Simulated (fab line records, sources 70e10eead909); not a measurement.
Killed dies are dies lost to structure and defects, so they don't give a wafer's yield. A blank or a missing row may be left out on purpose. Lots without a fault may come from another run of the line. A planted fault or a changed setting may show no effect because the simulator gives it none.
A sampling plan put to the test | flow nand_harc | one fab line, 26 faults that these records tell of, each judged on the records of the lots that it struck
The plan is the line's own looks: the steps of the route at which a gauge or an inspection reads the wafer and doesn't change it. A look can be judged if struck wafers have a number there and the file gives its usual mean and standard deviation on fault-free wafers. Caught: at a look after the fault's first step, the mean of the struck wafers lies 4 or more of those standard deviations (sigma) from the usual mean. On the tool: the same test on the tool's own readings at the fault's steps. Another recipe on the struck wafers, or a record that is blank for them alone, also counts as caught.

THE FAULTS, as the simulator had put them in
1. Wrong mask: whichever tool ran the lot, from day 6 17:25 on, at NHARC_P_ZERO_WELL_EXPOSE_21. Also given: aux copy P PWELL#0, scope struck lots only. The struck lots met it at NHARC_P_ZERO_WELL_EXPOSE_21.
2. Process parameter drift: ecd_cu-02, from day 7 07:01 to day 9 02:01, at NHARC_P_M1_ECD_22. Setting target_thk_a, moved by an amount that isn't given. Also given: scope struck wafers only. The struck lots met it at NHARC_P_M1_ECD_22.
3. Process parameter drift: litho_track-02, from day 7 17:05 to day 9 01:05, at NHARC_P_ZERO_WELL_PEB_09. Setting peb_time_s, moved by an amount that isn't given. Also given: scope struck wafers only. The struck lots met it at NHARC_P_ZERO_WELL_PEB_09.
4. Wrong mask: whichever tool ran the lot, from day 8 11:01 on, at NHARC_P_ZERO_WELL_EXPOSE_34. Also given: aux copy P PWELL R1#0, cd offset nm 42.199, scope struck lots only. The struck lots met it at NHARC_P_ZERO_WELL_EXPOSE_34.
5. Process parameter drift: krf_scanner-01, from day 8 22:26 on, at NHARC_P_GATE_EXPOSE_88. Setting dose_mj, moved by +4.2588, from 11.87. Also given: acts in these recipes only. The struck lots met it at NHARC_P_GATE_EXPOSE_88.
6. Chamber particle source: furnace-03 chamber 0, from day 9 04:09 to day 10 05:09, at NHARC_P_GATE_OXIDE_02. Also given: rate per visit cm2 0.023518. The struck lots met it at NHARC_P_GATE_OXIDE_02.
7. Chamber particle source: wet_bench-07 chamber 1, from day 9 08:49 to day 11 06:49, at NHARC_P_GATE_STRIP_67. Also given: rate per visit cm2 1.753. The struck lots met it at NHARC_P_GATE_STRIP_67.
8. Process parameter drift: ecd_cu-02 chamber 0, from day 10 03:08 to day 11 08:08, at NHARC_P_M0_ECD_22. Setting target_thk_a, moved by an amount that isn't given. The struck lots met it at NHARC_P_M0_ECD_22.
9. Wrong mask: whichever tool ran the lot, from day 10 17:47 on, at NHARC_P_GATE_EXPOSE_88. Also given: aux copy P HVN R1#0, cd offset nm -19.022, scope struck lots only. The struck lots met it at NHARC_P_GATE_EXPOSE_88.
10. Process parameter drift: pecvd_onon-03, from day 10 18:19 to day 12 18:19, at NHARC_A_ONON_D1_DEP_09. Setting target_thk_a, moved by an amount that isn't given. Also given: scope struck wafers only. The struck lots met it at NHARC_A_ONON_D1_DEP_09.
11. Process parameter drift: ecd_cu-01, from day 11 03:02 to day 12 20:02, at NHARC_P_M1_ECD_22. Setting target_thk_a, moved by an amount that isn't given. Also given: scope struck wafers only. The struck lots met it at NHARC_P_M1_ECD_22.
12. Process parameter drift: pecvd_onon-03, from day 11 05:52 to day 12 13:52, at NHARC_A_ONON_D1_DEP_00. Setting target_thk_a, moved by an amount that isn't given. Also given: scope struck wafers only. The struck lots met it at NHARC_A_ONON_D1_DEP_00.
13. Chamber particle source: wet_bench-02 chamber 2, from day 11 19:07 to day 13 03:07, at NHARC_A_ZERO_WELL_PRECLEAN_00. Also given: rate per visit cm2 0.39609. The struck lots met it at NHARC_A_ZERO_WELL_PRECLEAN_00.
14. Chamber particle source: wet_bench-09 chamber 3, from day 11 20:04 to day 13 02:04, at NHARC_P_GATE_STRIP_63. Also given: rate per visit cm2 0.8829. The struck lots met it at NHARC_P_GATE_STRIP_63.
15. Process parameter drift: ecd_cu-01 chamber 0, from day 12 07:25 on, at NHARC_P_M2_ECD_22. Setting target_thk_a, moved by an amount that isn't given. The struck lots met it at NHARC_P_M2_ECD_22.
16. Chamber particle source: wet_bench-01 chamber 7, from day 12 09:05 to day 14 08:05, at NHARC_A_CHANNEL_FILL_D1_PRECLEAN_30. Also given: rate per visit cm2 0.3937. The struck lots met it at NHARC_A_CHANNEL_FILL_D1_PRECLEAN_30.
17. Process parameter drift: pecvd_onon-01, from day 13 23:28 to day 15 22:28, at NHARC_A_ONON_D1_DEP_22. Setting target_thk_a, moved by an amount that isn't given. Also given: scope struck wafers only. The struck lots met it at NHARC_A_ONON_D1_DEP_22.
18. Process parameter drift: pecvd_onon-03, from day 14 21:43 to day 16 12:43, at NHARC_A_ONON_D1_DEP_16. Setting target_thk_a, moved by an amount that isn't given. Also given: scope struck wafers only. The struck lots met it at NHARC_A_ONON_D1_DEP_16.
19. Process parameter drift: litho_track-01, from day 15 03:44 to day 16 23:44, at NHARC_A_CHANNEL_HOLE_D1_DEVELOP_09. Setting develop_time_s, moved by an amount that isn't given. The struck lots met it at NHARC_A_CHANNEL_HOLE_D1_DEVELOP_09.
20. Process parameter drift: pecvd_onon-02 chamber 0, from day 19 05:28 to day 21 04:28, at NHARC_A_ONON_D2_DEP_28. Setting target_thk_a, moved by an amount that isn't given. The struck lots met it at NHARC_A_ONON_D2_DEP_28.
21. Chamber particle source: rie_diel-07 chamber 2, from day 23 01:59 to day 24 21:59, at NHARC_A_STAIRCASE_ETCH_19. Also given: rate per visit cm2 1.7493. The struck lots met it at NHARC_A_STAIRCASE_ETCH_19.
22. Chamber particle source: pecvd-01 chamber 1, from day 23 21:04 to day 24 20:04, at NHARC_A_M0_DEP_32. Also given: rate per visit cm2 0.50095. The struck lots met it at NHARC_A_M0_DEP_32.
23. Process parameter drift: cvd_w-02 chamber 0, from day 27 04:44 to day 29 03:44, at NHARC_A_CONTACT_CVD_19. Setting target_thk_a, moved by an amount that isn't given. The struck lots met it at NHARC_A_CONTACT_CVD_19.
24. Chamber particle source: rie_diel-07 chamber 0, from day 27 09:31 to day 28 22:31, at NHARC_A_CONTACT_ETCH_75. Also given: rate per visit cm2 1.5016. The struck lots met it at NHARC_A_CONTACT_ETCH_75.
25. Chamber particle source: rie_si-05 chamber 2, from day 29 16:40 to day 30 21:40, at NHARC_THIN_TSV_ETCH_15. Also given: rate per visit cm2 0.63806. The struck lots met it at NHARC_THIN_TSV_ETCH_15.
26. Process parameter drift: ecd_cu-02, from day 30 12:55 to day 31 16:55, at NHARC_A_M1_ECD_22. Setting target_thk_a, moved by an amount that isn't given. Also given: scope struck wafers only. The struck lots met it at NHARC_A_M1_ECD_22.

WHAT THE PLAN SAW
fault | on the tool itself                       | first look that catches it                      | reading, sigma                                               | median hours from its first step to that look | hours from the fault's start to the first struck lot there | judged looks passed uncaught
1     | no reading that can be judged            | no look after it can be judged                  | -                                                            | -                                             | -                                                          | 0
2     | no reading that can be judged            | not the one look that can be judged after it    | -                                                            | -                                             | -                                                          | 1
3     | under 2 sigma                            | NHARC_P_ZERO_WELL_CD_MEAS_11                    | cd_nm +7.7                                                   | 0.1                                           | 10                                                         | 0
4     | no reading that can be judged            | NHARC_P_ZERO_WELL_CD_MEAS_37                    | cd_nm +25                                                    | 0.2                                           | 5                                                          | 0
5     | exposure_dose_mJ_cm2 +99 or beyond sigma | NHARC_P_GATE_CD_MEAS_91                         | cd_nm +29                                                    | 0.2                                           | 6                                                          | 0
6     | under 2 sigma                            | NHARC_P_GATE_INSPECT_28                         | raw_defect_count +4.4                                        | 19.5                                          | 17                                                         | 1
7     | under 2 sigma                            | NHARC_P_GATE_INSPECT_68                         | raw_defect_count +15                                         | 0.5                                           | 2                                                          | 0
8     | no reading that can be judged            | none of the 2 looks that can be judged after it | -                                                            | -                                             | -                                                          | 2
9     | no reading that can be judged            | NHARC_P_GATE_CD_MEAS_91                         | cd_nm -9.9                                                   | 0.2                                           | 6                                                          | 0
10    | no reading that can be judged            | NHARC_A_ONON_D1_THK_MEAS_11                     | thk_nm +7.2                                                  | 0.5                                           | 11                                                         | 0
11    | no reading that can be judged            | not the one look that can be judged after it    | -                                                            | -                                             | -                                                          | 1
12    | under 2 sigma                            | NHARC_A_ONON_D1_THK_MEAS_02                     | thk_nm -26                                                   | 0.5                                           | 21                                                         | 0
13    | under 2 sigma                            | NHARC_A_ZERO_WELL_INSPECT_17                    | raw_defect_count +51                                         | 2.2                                           | 8                                                          | 0
14    | no reading that can be judged            | NHARC_P_GATE_INSPECT_68                         | raw_defect_count +8.1                                        | 3.9                                           | 4                                                          | 1
15    | under 2 sigma                            | no look after it can be judged                  | -                                                            | -                                             | -                                                          | 0
16    | no reading that can be judged            | NHARC_END_SORT_01                               | killed_at_array +4.8                                         | 328.4                                         | 328                                                        | 1
17    | no reading that can be judged            | NHARC_A_ONON_D1_THK_MEAS_24                     | thk_nm -35                                                   | 0.5                                           | 9                                                          | 0
18    | under 2 sigma                            | NHARC_A_ONON_D1_THK_MEAS_18                     | thk_nm +5.4                                                  | 0.5                                           | 16                                                         | 0
19    | no reading that can be judged            | none of the 2 looks that can be judged after it | strongest: cd_nm at NHARC_A_CHANNEL_HOLE_D1_CD_MEAS_10, +2.7 | -                                             | -                                                          | 2
20    | no reading that can be judged            | NHARC_A_ONON_D2_THK_MEAS_30                     | thk_nm -70                                                   | 0.5                                           | 21                                                         | 0
21    | under 2 sigma                            | NHARC_END_SORT_01                               | killed_at_array +5.7                                         | 233.5                                         | 243                                                        | 1
22    | under 2 sigma                            | NHARC_A_M1_INSPECT_11                           | raw_defect_count +7.3                                        | 1.3                                           | 7                                                          | 0
23    | under 2 sigma                            | no look after it can be judged                  | -                                                            | -                                             | -                                                          | 0
24    | under 2 sigma                            | NHARC_END_SORT_01                               | killed_dies +5.4                                             | 62.6                                          | 67                                                         | 0
25    | under 2 sigma                            | NHARC_END_SORT_01                               | killed_at_other +71                                          | 16.4                                          | 23                                                         | 1
26    | no reading that can be judged            | not the one look that can be judged after it    | -                                                            | -                                             | -                                                          | 1
A dash: the fault isn't caught, or these records don't give the number.

Caught at a look: 18 of 26. Caught on the tool: 1 of 26. By one or the other: 18 of 26.
Caught at a look alone: faults 3, 4, 6, 7, 9, 10, 12, 13, 14, 16, 17, 18, 20, 21, 22, 24, 25.
Caught by neither: faults 1, 2, 8, 11, 15, 19, 23, 26.

THINNER SAMPLING
If the look that catches a fault measured only every second or every third lot, by lot number, the first struck lot would be measured this late in the worst case:
fault | struck lots at that look, in order of time | every lot | every second lot | every third lot
3     | L472, L473                                 | 10 h      | 20 h             | may miss all 2
4     | L916                                       | 5 h       | may miss it      | may miss it
5     | L460, L464, L466                           | 6 h       | may miss all 3   | may miss all 3
6     | L929, L930, L931                           | 17 h      | 28 h             | 33 h
7     | L820, L823                                 | 2 h       | 42 h             | may miss all 2
9     | L395                                       | 6 h       | may miss it      | may miss it
10    | L959, L960, L961                           | 11 h      | 17 h             | 35 h
12    | L107                                       | 21 h      | may miss it      | may miss it
13    | L311                                       | 8 h       | may miss it      | may miss it
14    | L617, L618                                 | 4 h       | 17 h             | may miss all 2
16    | L395, L399                                 | 328 h     | may miss all 2   | may miss all 2
17    | L522, L526                                 | 9 h       | may miss all 2   | may miss all 2
18    | L698, L701                                 | 16 h      | 36 h             | may miss all 2
20    | L540, L542                                 | 21 h      | may miss all 2   | may miss all 2
21    | L566                                       | 243 h     | may miss it      | may miss it
22    | L121                                       | 7 h       | may miss it      | may miss it
24    | L329                                       | 67 h      | may miss it      | may miss it
25    | L823, L824                                 | 23 h      | 43 h             | may miss all 2
Hours are from the fault's start to the first struck lot that is measured. The limit of 4 sigma was tested on all struck wafers together, so one lot alone may lie under it. Other struck lots may not be in these records.

THE LONGEST TIMED WAY FROM STEP TO LOOK
Fault 16: a median of 328.4 hours passes between NHARC_A_CHANNEL_FILL_D1_PRECLEAN_30 and NHARC_END_SORT_01. The look between them that can be judged stayed within 4 sigma: NHARC_A_DECK1_JOINT_THK_MEAS_14.
